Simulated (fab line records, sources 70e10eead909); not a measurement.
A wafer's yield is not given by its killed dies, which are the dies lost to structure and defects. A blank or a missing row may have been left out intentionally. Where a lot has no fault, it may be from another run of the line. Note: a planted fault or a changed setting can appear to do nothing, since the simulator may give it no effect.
fab line records | flow nand_harc
[record] lots = 24 wafers = 72 last_day = 24
route steps=1159 shown P_M2@350 P_BONDPAD@353 A_CHANNEL_HOLE_D1@466 A_CHANNEL_FILL_D1@493
lots that met no fault: taken from a fault-free run of the same line
start_h: the number of hours between the record's first day and the start of the first shown wafer of the lot | wait_h: hours from the lot's prior step to this one | " unchanged from the row above | L1.1+2: one row covering several wafers at once | - either no value or no given start | * or withheld: withheld | < > ~ a bound
route shown NAME@n: NAME is a module with steps in the file, n the number in the route of the first one | usual: the fault-free wafers' mean and standard deviation | same: alike in all rows | chamber/n: place in a boat | sites: each site's reading | _std_site: the values' standard deviation | _edge_site: outer sites' mean less inner sites' | radius_mm: how far each site lies from the wafer's centre | mask NAME#n: copy n | behind: tool/chamber where the wafer was last shaped | hold: what put the lot on hold/how long, in hours/how the hold closed | device: transistor that didn't switch, given as n, p or np | end of line: the same wafers' tests at the end of the route | a step with no rows: only its recipe | killed: dies that structure and defects cost at the first sort, which is not the same as the wafer's yield | map: per-die view of a wafer (x killed, . not killed, _ where there is no die)
set.NAME: setting as actually run; set.NAME@STEP: the setting as run at that earlier step | model.NAME: the simulator's own value behind a step, which no gauge read
route steps across a sampled set of lots; one table per step, one row per wafer
services: a tool's chamber out of use, with start hour (start_h, from the record's first day; less than 0 if before it), hours out, and reason
[[steps]]
[step NHARC_P_M2_DEP_33]
[recipe] target_thk_a = 300 temp_c = 370 target_thk_nm = 30 pressure_torr = 3 flow_sccm = 200 rf_w = 450 material = SiCN
[usual] heater_power_w = 573/82
// columns lot.wafer tool chamber start_h wait_h heater_power_w
L074.1 pecvd-01 0 121.99 0.1 464
L074.6 " 2 " " 505
L074.5 " 1 " " 582
L076.5 pecvd-01 1 144.04 0.2 564
L076.4 " 2 " " 521
L076.6 " 0 " " 451
L075.1 pecvd-01 1 144.81 0.1 526
L075.3 " 2 " " 558
L075.6 " 1 " " 525
L078.1 pecvd-02 2 146.61 0.1 650
L078.5 " 2 " " 650
L078.6 " 0 " " 459
L077.1 pecvd-03 2 150.31 0.1 607
L077.4 " 0 " " 602
L077.6 " 2 " " 615
L079.1 pecvd-01 0 158.35 0.1 460
L079.2 " 2 " " 502
L079.6 " 2 " " 494
L080.1 pecvd-03 0 165.26 0.1 577
L080.3 " 2 " " 572
L080.5 " 0 " " 586
L081.2 pecvd-03 1 171.58 0.1 569
L081.3 " 2 " " 602
L081.6 " 0 " " 503
L082.1 pecvd-02 2 174.60 0.1 583
L082.6 " 0 " " 504
L082.4 " 1 " " 725
L083.1 pecvd-02 1 176.55 0.1 718
L083.2 " 2 " " 563
L083.6 " 2 " " 565
L084.2 pecvd-03 0 179.84 0.1 575
L084.6 " 0 " " 556
L084.4 " 1 " " 541
L088.2 pecvd-02 1 204.90 0.1 761
L088.3 " 2 " " 525
L088.6 " 2 " " 523
L085.1 pecvd-02 2 205.58 0.1 543
L085.3 " 0 " " 469
L085.2 " 1 " " 685
L086.1 pecvd-01 2 206.69 0.1 577
L086.2 " 0 " " 543
L086.5 " 2 " " 572
L087.1 pecvd-02 1 207.98 0.1 729
L087.4 " 0 " " 492
L087.6 " 1 " " 742
L089.1 pecvd-03 0 223.69 0.1 527
L089.4 " 2 " " 547
L089.6 " 0 " " 535
L090.3 pecvd-03 0 224.48 0.1 569
L090.1 " 1 " " 590
L090.6 " 2 " " 587
L091.4 pecvd-03 0 227.68 0.2 546
L091.6 " 1 " " 588
L091.5 " 2 " " 607
L093.3 pecvd-02 2 238.61 0.1 596
L093.2 " 0 " " 438
L093.4 " 0 " " 465
L092.3 pecvd-02 2 239.46 0.1 602
L092.6 " 0 " " 523
L092.4 " 1 " " 712
L095.1 pecvd-01 0 250.40 0.1 581
L095.3 " 1 " " 581
L095.6 " 1 " " 586
L094.1 pecvd-01 1 251.49 0.1 612
L094.2 " 2 " " 484
L094.5 " 2 " " 485
L096.2 pecvd-02 0 268.46 0.1 528
L096.1 " 2 " " 491
L096.6 " 1 " " 767
L097.3 pecvd-02 0 269.06 0.1 520
L097.4 " 0 " " 500
L097.6 " 2 " " 558
[step NHARC_P_BONDPAD_THK_MEAS_33]
[recipe] thk_meas_gauge = ellipsometry
[usual] thk_nm = 199.9/1.8
// columns lot.wafer tool chamber start_h wait_h thk_nm
L074.1 film_metro-01 - 123.00 0.2 200.3
L074.5 " - " " 201.0
L074.6 " - " " 201.1
L076.4 film_metro-01 - 144.99 0.2 199.6
L076.5 " - " " 201.5
L076.6 " - " " 198.2
L075.1 film_metro-02 - 145.94 0.2 200.4
L075.3 " - " " 197.1
L075.6 " - " " 201.2
L078.1 film_metro-02 - 147.65 0.2 198.5
L078.5 " - " " 201.1
L078.6 " - " " 198.2
L077.1 film_metro-01 - 151.27 0.2 200.2
L077.4 " - " " 196.9
L077.6 " - " " 200.0
L079.1 film_metro-01 - 159.53 0.2 200.0
L079.2 " - " " 198.5
L079.6 " - " " 201.7
L080.1 film_metro-01 - 166.31 0.2 200.2
L080.3 " - " " 200.3
L080.5 " - " " 197.5
L081.2 film_metro-02 - 172.65 0.2 201.8
L081.3 " - " " 204.1
L081.6 " - " " 201.7
L082.1 film_metro-01 - 175.59 0.2 196.9
L082.4 " - " " 201.5
L082.6 " - " " 197.6
L083.1 film_metro-01 - 177.58 0.2 200.4
L083.2 " - " " 199.9
L083.6 " - " " 201.1
L084.2 film_metro-02 - 180.91 0.2 198.6
L084.4 " - " " 199.4
L084.6 " - " " 199.9
L088.2 film_metro-01 - 205.98 0.2 199.1
L088.3 " - " " 201.3
L088.6 " - " " 196.7
L085.1 film_metro-02 - 206.63 0.2 202.3
L085.2 " - " " 199.1
L085.3 " - " " 201.3
L086.1 film_metro-01 - 207.72 0.2 196.3
L086.2 " - " " 202.2
L086.5 " - " " 202.4
L087.1 film_metro-02 - 208.97 0.2 197.6
L087.4 " - " " 199.1
L087.6 " - " " 198.7
L089.1 film_metro-01 - 224.72 0.2 200.6
L089.4 " - " " 204.7
L089.6 " - " " 203.9
L090.1 film_metro-01 - 225.49 0.2 202.1
L090.3 " - " " 200.5
L090.6 " - " " 198.9
L091.4 film_metro-01 - 228.64 0.2 200.2
L091.5 " - " " 200.5
L091.6 " - " " 199.9
L093.2 film_metro-02 - 239.68 0.2 200.5
L093.3 " - " " 203.0
L093.4 " - " " 198.4
L092.3 film_metro-01 - 240.53 0.2 200.8
L092.4 " - " " 202.0
L092.6 " - " " 199.0
L095.1 film_metro-02 - 251.42 0.2 200.2
L095.3 " - " " 201.1
L095.6 " - " " 197.0
L094.1 film_metro-01 - 252.59 0.2 201.1
L094.2 " - " " 202.7
L094.5 " - " " 200.3
L096.1 film_metro-02 - 269.54 0.2 202.7
L096.2 " - " " 200.0
L096.6 " - " " 202.2
L097.3 film_metro-01 - 270.13 0.2 199.1
L097.4 " - " " 199.2
L097.6 " - " " 200.6
[step NHARC_A_CHANNEL_HOLE_D1_ETCH_38]
[recipe] target_depth_a = 390 over_etch_frac = 0.3 time_s = 65 ion_energy_ev = 80 cf4_flow_sccm = 150 ar_flow_sccm = 0 rf_w = 300 bias_w = 100 chemistry = CF4
[usual] drypump_motor_current_A = 5.7/0.43 oes_product_au = 0.997/0.013 rf_vpp_V = 151.4/1.1 showerhead_plenum_p_Torr = 1.78/0.047 throttle_valve_pct = 13.284/0.009
[same] time_s = 65
// columns lot.wafer tool chamber start_h wait_h drypump_motor_current_A oes_product_au rf_hours_counter_h rf_vpp_V showerhead_plenum_p_Torr throttle_valve_pct
L074.1 rie_diel-02 1 171.77 0.1 6.2 0.991 1 150.2 1.83 13.282
L074.6 " 3 " " 6.0 1.010 - 150.5 1.73 13.295
L074.5 " 0 " " 5.4 1.001 - 149.8 1.78 13.290
L076.4 rie_diel-10 1 188.41 0.1 6.5 1.005 - 151.0 1.74 13.281
L076.6 " 3 " " 6.1 1.014 - 152.6 1.84 13.294
L076.5 " 0 " " 5.6 1.015 - 151.0 1.77 13.285
L078.1 rie_diel-08 3 188.54 0.1 5.0 1.011 3 152.9 1.85 13.296
L078.5 " 0 " " 5.1 0.985 - 150.2 1.80 13.271
L078.6 " 1 " " 5.7 0.983 - 150.6 1.75 13.280
L075.1 rie_diel-02 0 188.68 0.1 5.5 1.000 3 151.4 1.78 13.281
L075.3 " 1 " " 6.1 0.996 2 152.1 1.83 13.270
L075.6 " 3 " " 6.0 1.009 - 151.7 1.73 13.266
L077.4 rie_diel-08 3 194.29 0.1 5.0 1.017 4 152.9 1.85 13.288
L077.1 " 1 " " 5.7 0.999 3 150.9 1.75 13.286
L077.6 " 3 " " 5.0 1.019 - 151.2 1.85 13.300
L079.1 rie_diel-08 2 206.18 0.1 5.8 0.996 5 150.3 1.77 13.275
L079.2 " 3 " " 5.0 1.023 4 149.4 1.85 13.296
L079.6 " 1 " " 5.7 0.989 - 150.4 1.75 13.281
L080.1 rie_diel-08 2 220.16 0.1 5.8 0.991 5 151.3 1.77 13.283
L080.3 " 3 " " 5.0 1.016 5 152.3 1.85 13.284
L080.5 " 0 " " 5.1 0.986 - 151.8 1.80 13.291
L084.4 rie_diel-02 1 220.31 0.1 6.2 1.007 4 151.4 1.83 13.269
L084.2 " 3 " " 6.0 1.027 5 151.8 1.73 13.289
L084.6 " 1 " " 6.2 1.004 - 151.3 1.83 13.290
L081.2 rie_diel-10 1 221.55 0.1 6.5 0.994 3 151.4 1.74 13.265
L081.3 " 3 " " 6.1 1.008 3 151.6 1.84 13.275
L081.6 " 0 " " 5.6 1.008 - 152.4 1.77 13.297
L083.1 rie_diel-10 0 222.03 0.1 5.6 1.004 4 151.2 1.77 13.288
L083.2 " 1 " " 6.4 0.990 4 151.1 1.74 13.287
L083.6 " 3 " " 6.1 1.005 - 152.2 1.84 13.295
L082.4 rie_diel-08 3 222.24 0.1 5.0 1.010 5 150.9 1.85 13.281
L082.1 " 1 " " 5.7 0.979 6 150.9 1.75 13.280
L082.6 " 3 " " 5.0 1.012 - 153.4 1.85 13.286
L087.4 rie_diel-08 1 250.43 0.1 5.7 0.984 7 151.6 1.75 13.287
L087.1 " 0 " " 5.1 0.993 7 150.9 1.80 13.298
L087.6 " 1 " " 5.7 0.979 - 150.7 1.75 13.287
L086.2 rie_diel-02 1 250.72 0.1 6.1 0.997 6 151.5 1.83 13.285
L086.1 " 3 " " 6.0 1.009 7 151.0 1.73 13.280
L086.5 " 1 " " 6.2 1.002 - 151.2 1.83 13.273
L085.3 rie_diel-10 1 251.94 0.1 6.5 0.990 7 151.5 1.74 13.282
L085.1 " 2 " " 5.7 0.997 1 150.7 1.68 13.275
L085.2 " 3 " " 6.1 0.998 7 154.5 1.84 13.283
L088.3 rie_diel-08 2 252.49 0.1 5.8 0.979 8 151.5 1.77 13.299
L088.2 " 3 " " 5.0 1.003 7 151.7 1.85 13.293
L088.6 " 2 " " 5.8 0.987 - 150.8 1.77 13.282
L090.1 rie_diel-10 3 268.08 0.1 6.1 0.986 8 151.7 1.84 13.280
L090.3 " 1 " " 6.5 0.997 8 150.5 1.74 13.288
L090.6 " 2 " " 5.8 1.010 - 151.1 1.68 13.301
L089.1 rie_diel-02 1 268.16 0.1 6.2 0.998 7 151.3 1.83 13.286
L089.6 " 1 " " 6.2 0.995 - 152.5 1.83 13.275
L089.4 " 3 " " 6.0 1.011 - 151.2 1.73 13.270
L091.4 rie_diel-10 3 271.89 0.1 6.1 0.994 8 151.8 1.84 13.283
L091.5 " 1 " " 6.5 0.982 - 150.8 1.74 13.285
L091.6 " 2 " " 5.8 1.024 - 149.9 1.68 13.273
L093.2 rie_diel-10 3 284.56 0.1 6.1 1.004 10 152.1 1.84 13.285
L093.4 " 0 " " 5.6 0.988 9 151.2 1.77 13.268
L093.3 " 1 " " 6.5 0.990 9 151.0 1.74 13.297
L092.4 rie_diel-08 3 284.88 0.1 5.0 1.006 9 152.1 1.85 13.304
L092.3 " 0 " " 5.1 0.988 9 151.9 1.80 13.276
L092.6 " 1 " " 5.7 0.979 - 149.8 1.75 13.287
L094.2 rie_diel-08 1 294.07 0.1 5.7 0.974 11 151.3 1.75 13.284
L094.1 " 2 " " 5.8 0.985 11 150.9 1.77 13.284
L094.5 " 0 " " 5.1 0.994 - 152.7 1.80 13.284
L095.1 rie_diel-02 1 294.22 0.1 6.2 1.005 9 150.7 1.83 13.291
L095.3 " 2 " " 6.1 0.989 9 153.5 1.84 13.284
L095.6 " 3 " " 6.0 1.012 - 149.8 1.73 13.280
L096.2 rie_diel-08 3 314.17 0.1 5.0 0.994 0 151.3 1.85 13.274
L096.1 " 0 " " 5.1 0.969 0 151.8 1.80 13.289
L096.6 " 3 " " 5.0 0.998 - 153.7 1.85 13.295
L097.4 rie_diel-02 1 314.45 0.1 6.1 0.984 10 150.7 1.83 13.294
L097.3 " 2 " " 6.1 0.999 10 152.3 1.84 13.266
L097.6 " 2 " " 6.1 0.991 - 152.7 1.84 13.285
[step NHARC_A_CHANNEL_HOLE_D1_ETCH_26]
[recipe] bias_v = 300 source_w = 2000 pressure_mtorr = 30 time_s = 224.1 ar_flow_sccm = 375 c4f8_flow_sccm = 11.4 o2_flow_sccm = 113.6 temp_c = -20 target_depth_a = 3000 chemistry = C4F8/O2/Ar
[usual] bias_v = 300.5/2.9 drypump_motor_current_A = 5.9/0.37 showerhead_plenum_p_Torr = 3.73/0.16 throttle_valve_pct = 24.584/0.009
[same] time_s = 224.1
// columns lot.wafer tool chamber start_h wait_h bias_v drypump_motor_current_A rf_hours_counter_h showerhead_plenum_p_Torr throttle_valve_pct
L074.1 har_etch-01 0 178.50 0.6 299.9 5.7 194 3.87 24.580
L074.5 " 1 " " 302.5 6.6 - 3.60 24.600
L074.6 " 0 " " 296.9 5.7 - 3.87 24.566
L078.1 har_etch-02 0 193.42 0.6 305.1 5.9 108 3.57 24.576
L078.5 " 1 " " 300.0 5.6 - 3.93 24.589
L078.6 " 0 " " 302.0 5.9 - 3.57 24.582
L076.4 har_etch-01 0 193.55 0.4 303.4 5.7 - 3.87 24.585
L076.5 " 1 " " 298.6 6.6 - 3.59 24.572
L076.6 " 0 " " 299.0 5.7 - 3.87 24.581
L075.1 har_etch-02 0 197.60 0.6 299.9 5.9 112 3.57 24.574
L075.3 " 1 " " 303.7 5.6 - 3.92 24.588
L075.6 " 1 " " 299.0 5.6 - 3.93 24.579
L077.1 har_etch-01 1 199.24 0.6 301.8 6.6 204 3.59 24.576
L077.4 " 0 " " 299.9 5.7 - 3.87 24.600
L077.6 " 1 " " 300.6 6.6 - 3.59 24.582
L079.1 har_etch-02 0 211.04 0.7 305.8 5.9 117 3.57 24.577
L079.2 " 1 " " 303.5 5.5 117 3.92 24.594
L079.6 " 0 " " 304.8 5.9 - 3.57 24.600
L080.1 har_etch-01 1 225.04 0.6 300.4 6.5 213 3.59 24.589
L080.3 " 1 " " 303.5 6.5 - 3.59 24.583
L080.5 " 0 " " 299.3 5.7 - 3.86 24.573
L084.2 har_etch-02 0 225.26 0.7 301.4 5.9 124 3.56 24.593
L084.4 " 1 " " 305.1 5.6 - 3.92 24.589
L084.6 " 0 " " 298.1 5.9 - 3.56 24.591
L081.2 har_etch-01 1 229.23 0.6 300.6 6.5 217 3.58 24.595
L081.3 " 1 " " 300.9 6.5 - 3.58 24.568
L081.6 " 1 " " 297.4 6.5 - 3.58 24.585
L082.1 har_etch-02 0 229.47 0.6 305.1 5.9 128 3.56 24.595
L082.4 " 0 " " 300.5 5.9 - 3.56 24.581
L082.6 " 0 " " 302.3 5.9 - 3.56 24.566
L083.2 har_etch-01 1 233.37 0.7 296.0 6.5 221 3.58 24.594
L083.1 " 0 " " 303.7 5.7 221 3.86 24.580
L083.6 " 1 " " 298.7 6.6 - 3.58 24.597
L087.1 har_etch-02 1 255.31 0.7 303.0 5.6 137 3.91 24.592
L087.4 " 1 " " 301.5 5.6 - 3.91 24.585
L087.6 " 1 " " 297.9 5.6 - 3.91 24.603
L086.2 har_etch-01 0 255.60 0.7 299.9 5.7 229 3.85 24.588
L086.1 " 1 " " 304.9 6.6 229 3.58 24.592
L086.5 " 1 " " 303.6 6.5 - 3.58 24.592
L085.1 har_etch-02 1 259.47 0.7 302.3 5.6 140 3.91 24.601
L085.2 " 0 " " 301.7 5.9 140 3.55 24.570
L085.3 " 1 " " 299.7 5.6 - 3.91 24.581
L088.2 har_etch-01 0 259.78 0.7 298.3 5.7 233 3.85 24.595
L088.3 " 1 " " 300.8 6.6 - 3.57 24.581
L088.6 " 1 " " 301.0 6.6 - 3.58 24.587
L090.1 har_etch-02 1 272.99 0.6 297.3 5.6 144 3.91 24.589
L090.3 " 0 " " 297.2 5.9 - 3.55 24.583
L090.6 " 1 " " 304.2 5.6 - 3.91 24.585
L089.1 har_etch-01 0 273.27 0.6 299.4 5.7 237 3.85 24.576
L089.4 " 1 " " 305.9 6.6 - 3.57 24.577
L089.6 " 0 " " 297.7 5.7 - 3.85 24.585
L091.4 har_etch-02 0 277.15 0.5 309.1 5.9 - 3.55 24.572
L091.5 " 0 " " 302.9 5.9 - 3.55 24.596
L091.6 " 1 " " 300.5 5.6 - 3.90 24.579
L093.2 har_etch-01 0 289.47 0.6 299.8 5.7 244 3.84 24.582
L093.4 " 1 " " 295.8 6.5 - 3.57 24.574
L093.3 " 0 " " 294.5 5.6 - 3.84 24.587
L092.3 har_etch-02 1 289.80 0.5 297.7 5.6 - 3.90 24.582
L092.4 " 0 " " 301.8 5.9 - 3.55 24.584
L092.6 " 0 " " 299.4 5.9 - 3.55 24.570
L094.2 har_etch-02 1 298.93 0.7 302.5 5.6 159 3.90 24.584
L094.1 " 0 " " 298.8 5.9 159 3.54 24.588
L094.5 " 0 " " 297.3 5.9 - 3.54 24.587
L095.1 har_etch-01 0 299.09 0.7 300.7 5.7 251 3.84 24.579
L095.3 " 1 " " 304.2 6.5 - 3.57 24.572
L095.6 " 1 " " 302.2 6.5 - 3.56 24.573
L096.2 har_etch-02 0 319.88 0.7 303.2 5.9 168 3.54 24.573
L096.1 " 1 " " 301.6 5.6 168 3.89 24.600
L096.6 " 1 " " 303.7 5.5 - 3.89 24.583
L097.3 har_etch-02 0 324.13 0.5 302.4 5.9 - 3.54 24.576
L097.4 " 1 " " 304.0 5.6 - 3.89 24.587
L097.6 " 1 " " 299.0 5.6 - 3.89 24.588
[step NHARC_A_CHANNEL_HOLE_D1_ETCH_44]
[recipe] target_depth_a = 1400 overetch_a = 140 time_s = 77 ion_energy_ev = 100 cf4_flow_sccm = 80 o2_flow_sccm = 20 ar_flow_sccm = 0 rf_w = 300 bias_w = 100 chemistry = CF4/O2
[usual] drypump_motor_current_A = 5.7/0.42 oes_product_au = 0.996/0.014 rf_vpp_V = 198.0/1.1 showerhead_plenum_p_Torr = 1.35/0.036 throttle_valve_pct = 13.395/0.0095
[same] time_s = 77
// columns lot.wafer tool chamber start_h wait_h drypump_motor_current_A oes_product_au rf_hours_counter_h rf_vpp_V showerhead_plenum_p_Torr throttle_valve_pct
L074.1 rie_diel-02 2 179.41 0.1 6.0 0.984 2 199.3 1.40 13.371
L074.5 " 2 " " 6.1 1.000 - 198.8 1.40 13.394
L074.6 " 3 " " 6.0 1.020 - 196.3 1.31 13.390
L078.1 rie_diel-10 0 194.39 0.1 5.6 1.005 1 197.1 1.34 13.376
L078.5 " 1 " " 6.5 0.983 - 197.1 1.31 13.399
L078.6 " 3 " " 6.1 0.993 - 197.8 1.39 13.412
L076.4 rie_diel-02 2 194.40 0.1 6.1 0.969 3 200.3 1.40 13.391
L076.5 " 2 " " 6.1 0.980 - 200.0 1.40 13.406
L076.6 " 3 " " 6.0 1.010 - 196.6 1.31 13.392
L075.3 rie_diel-10 3 198.54 0.1 6.1 1.001 1 198.4 1.39 13.390
L075.1 " 0 " " 5.6 1.004 1 199.4 1.34 13.399
L075.6 " 1 " " 6.5 0.983 - 196.9 1.31 13.374
L077.4 rie_diel-02 0 200.16 0.1 5.5 1.015 4 197.1 1.35 13.389
L077.1 " 1 " " 6.2 0.994 4 199.8 1.39 13.402
L077.6 " 3 " " 5.9 1.010 - 197.1 1.31 13.386
L079.1 rie_diel-08 0 211.98 0.1 5.1 0.985 5 197.8 1.36 13.400
L079.2 " 3 " " 5.0 1.015 5 199.9 1.40 13.398
L079.6 " 0 " " 5.1 0.986 - 198.6 1.36 13.398
L080.1 rie_diel-08 0 225.96 0.0 5.1 0.994 6 199.3 1.36 13.402
L080.3 " 3 " " 5.0 1.019 6 199.2 1.40 13.396
L080.5 " 0 " " 5.1 0.994 - 198.0 1.36 13.398
L084.2 rie_diel-10 0 226.26 0.1 5.6 0.990 5 197.1 1.34 13.391
L084.6 " 1 " " 6.5 0.984 - 197.2 1.31 13.393
L084.4 " 3 " " 6.1 0.987 - 199.3 1.39 13.385
L081.2 rie_diel-08 2 230.15 0.1 5.8 0.979 7 197.3 1.34 13.419
L081.3 " 0 " " 5.1 0.986 7 198.1 1.36 13.381
L081.6 " 2 " " 5.8 0.987 - 198.4 1.34 13.395
L082.1 rie_diel-10 1 230.43 0.1 6.5 0.999 5 197.4 1.31 13.397
L082.4 " 1 " " 6.5 1.003 - 196.3 1.31 13.412
L082.6 " 3 " " 6.1 1.011 - 198.1 1.39 13.393
L083.2 rie_diel-08 0 234.32 0.1 5.1 0.992 7 198.5 1.36 13.386
L083.1 " 2 " " 5.8 0.980 7 199.1 1.34 13.394
L083.6 " 1 " " 5.7 0.988 - 199.0 1.32 13.398
L087.1 rie_diel-02 2 256.26 0.1 6.1 0.994 7 198.4 1.39 13.401
L087.4 " 3 " " 6.0 1.025 7 196.0 1.31 13.394
L087.6 " 2 " " 6.1 0.993 - 199.7 1.40 13.403
L086.1 rie_diel-02 1 256.84 0.1 6.2 0.991 6 197.9 1.39 13.408
L086.2 " 0 " " 5.5 1.007 7 198.0 1.35 13.404
L086.5 " 1 " " 6.2 0.998 - 197.3 1.39 13.391
L085.2 rie_diel-08 3 260.43 0.0 5.0 1.017 8 198.4 1.40 13.396
L085.1 " 0 " " 5.1 0.993 8 197.8 1.36 13.397
L085.3 " 1 " " 5.7 0.989 9 199.0 1.32 13.403
L088.3 rie_diel-02 0 260.73 0.1 5.5 0.992 7 197.6 1.34 13.406
L088.2 " 2 " " 6.1 0.993 7 198.8 1.39 13.402
L088.6 " 3 " " 6.0 1.021 - 197.0 1.31 13.391
L090.1 rie_diel-08 0 273.90 0.1 5.1 0.992 9 199.8 1.36 13.398
L090.3 " 3 " " 5.0 1.009 8 199.4 1.40 13.382
L090.6 " 0 " " 5.1 0.989 - 198.9 1.36 13.389
L089.1 rie_diel-02 1 274.39 0.1 6.1 0.992 8 199.2 1.39 13.399
L089.4 " 2 " " 6.1 0.991 8 198.9 1.39 13.392
L089.6 " 1 " " 6.2 0.993 - 199.7 1.39 13.402
L091.4 rie_diel-08 2 278.04 0.1 5.8 0.980 10 198.0 1.34 13.389
L091.6 " 1 " " 5.7 0.984 - 197.4 1.32 13.402
L091.5 " 2 " " 5.8 0.981 - 195.9 1.34 13.400
L093.3 rie_diel-10 3 290.42 0.1 6.1 1.006 10 198.4 1.39 13.387
L093.2 " 0 " " 5.6 0.990 10 197.0 1.34 13.402
L093.4 " 2 " " 5.7 1.021 - 195.5 1.27 13.400
L092.4 rie_diel-08 0 290.70 0.1 5.1 0.986 10 198.1 1.36 13.391
L092.3 " 1 " " 5.7 0.977 10 197.3 1.32 13.400
L092.6 " 2 " " 5.8 0.988 - 198.4 1.34 13.402
L094.2 rie_diel-02 3 299.88 0.1 5.9 1.010 11 195.8 1.30 13.373
L094.1 " 0 " " 5.5 1.000 10 199.2 1.34 13.391
L094.5 " 3 " " 6.0 1.019 - 197.4 1.30 13.401
L095.3 rie_diel-10 0 300.07 0.1 5.6 0.986 10 198.7 1.34 13.401
L095.1 " 3 " " 6.1 0.991 11 199.1 1.39 13.404
L095.6 " 0 " " 5.6 0.981 - 198.3 1.34 13.397
L096.2 rie_diel-08 0 320.83 0.1 5.1 0.958 1 198.0 1.36 13.388
L096.1 " 1 " " 5.7 0.998 1 197.7 1.32 13.408
L096.6 " 3 " " 5.0 0.991 - 198.8 1.40 13.404
L097.4 rie_diel-02 2 325.02 0.1 6.1 0.996 11 197.2 1.39 13.375
L097.3 " 0 " " 5.5 1.008 12 196.9 1.34 13.391
L097.6 " 2 " " 6.1 0.999 - 198.7 1.39 13.386
[step NHARC_A_CHANNEL_FILL_D1_ALD_03]
[recipe] target_thk_a = 60 pulse_time_s = 60 ald_cycles = 58 temp_c = 630 pressure_torr = 2 material = SiNx
[usual] precursor_pulse_height_rel = 1.000/0.02
[same] pulse_time_s = 60
// columns lot.wafer tool chamber start_h wait_h precursor_pulse_height_rel
L074.1 ald_sin_batch-02 0 - - 1.024
L074.5 " 0 " " 1.034
L074.6 " 0 " " 0.992
L076.4 ald_sin_batch-03 0 - - 0.982
L076.5 " 0 " " 0.996
L076.6 " 0 " " 1.005
L078.1 ald_sin_batch-03 0 - - 1.004
L078.5 " 0 " " 0.969
L078.6 " 0 " " 1.013
L075.1 ald_sin_batch-01 0 - - 0.992
L075.3 " 0 " " 1.057
L075.6 " 0 " " 0.999
L077.1 ald_sin_batch-01 0 - - 0.998
L077.4 " 0 " " 0.994
L077.6 " 0 " " 1.014
L079.1 ald_sin_batch-03 0 - - 1.021
L079.2 " 0 " " 0.967
L079.6 " 0 " " 1.022
L080.1 ald_sin_batch-01 0 - - 0.978
L080.3 " 0 " " 0.990
L080.5 " 0 " " 1.024
L084.2 ald_sin_batch-01 0 - - 1.002
L084.4 " 0 " " 0.996
L084.6 " 0 " " 0.998
L081.2 ald_sin_batch-01 0 - - 1.019
L081.3 " 0 " " 0.997
L081.6 " 0 " " 0.996
L082.1 ald_sin_batch-01 0 - - 0.981
L082.4 " 0 " " 1.016
L082.6 " 0 " " 1.006
L083.1 ald_sin_batch-01 0 - - 1.001
L083.2 " 0 " " 0.996
L083.6 " 0 " " 1.010
L086.1 ald_sin_batch-03 0 - - 0.957
L086.2 " 0 " " 1.014
L086.5 " 0 " " 1.059
L087.1 ald_sin_batch-03 0 - - 0.965
L087.4 " 0 " " 0.997
L087.6 " 0 " " 1.004
L085.1 ald_sin_batch-01 0 - - 1.024
L085.2 " 0 " " 1.040
L085.3 " 0 " " 0.964
L088.2 ald_sin_batch-01 0 - - 0.953
L088.3 " 0 " " 1.003
L088.6 " 0 " " 0.992
L089.1 ald_sin_batch-01 0 - - 1.026
L089.4 " 0 " " 1.018
L089.6 " 0 " " 1.037
L090.1 ald_sin_batch-01 0 - - 0.964
L090.3 " 0 " " 0.997
L090.6 " 0 " " 0.966
L091.4 ald_sin_batch-01 0 - - 1.035
L091.5 " 0 " " 0.993
L091.6 " 0 " " 0.985
L092.3 ald_sin_batch-02 0 - - 1.022
L092.4 " 0 " " 1.002
L092.6 " 0 " " 0.970
L093.2 ald_sin_batch-02 0 - - 0.989
L093.3 " 0 " " 0.988
L093.4 " 0 " " 0.977
L094.1 ald_sin_batch-02 0 - - 1.016
L094.2 " 0 " " 1.023
L094.5 " 0 " " 1.008
L095.1 ald_sin_batch-02 0 - - 0.977
L095.3 " 0 " " 0.976
L095.6 " 0 " " 1.016
L096.1 ald_sin_batch-02 0 - - 0.976
L096.2 " 0 " " 1.006
L096.6 " 0 " " 1.009
L097.3 ald_sin_batch-01 0 - - 0.989
L097.4 " 0 " " 0.992
L097.6 " 0 " " 0.981
[[services]]
// columns tool chamber start_h hours kind
pecvd-03 - 111.00 13.0 pm
pecvd-02 - 111.21 0.7 repair
rie_diel-08 - 124.80 9.0 pm
rie_diel-10 1 128.53 30.7 repair
rie_diel-02 3 139.12 13.1 repair
rie_diel-08 1 142.55 12.7 repair
rie_diel-10 2 150.35 82.1 repair
rie_diel-02 - 151.14 9.0 pm
pecvd-02 - 153.67 13.0 pm
pecvd-01 0 162.30 10.5 repair
pecvd-02 - 168.86 2.6 repair
ald_sin_batch-01 - 175.41 4.7 repair
rie_diel-10 - 176.50 9.0 pm
rie_diel-02 - 220.75 0.8 repair
rie_diel-08 - 223.26 0.2 repair
rie_diel-02 3 231.98 1.4 repair
rie_diel-02 - 265.91 0.7 repair
rie_diel-10 1 287.53 16.2 repair
rie_diel-08 - 301.80 9.0 pm
rie_diel-02 0 303.22 1.9 repair
har_etch-01 - 305.00 17.0 pm
rie_diel-10 0 305.77 8.5 repair
rie_diel-10 3 316.29 3.0 repair
rie_diel-02 - 328.14 9.0 pm
[[key]]
fault none
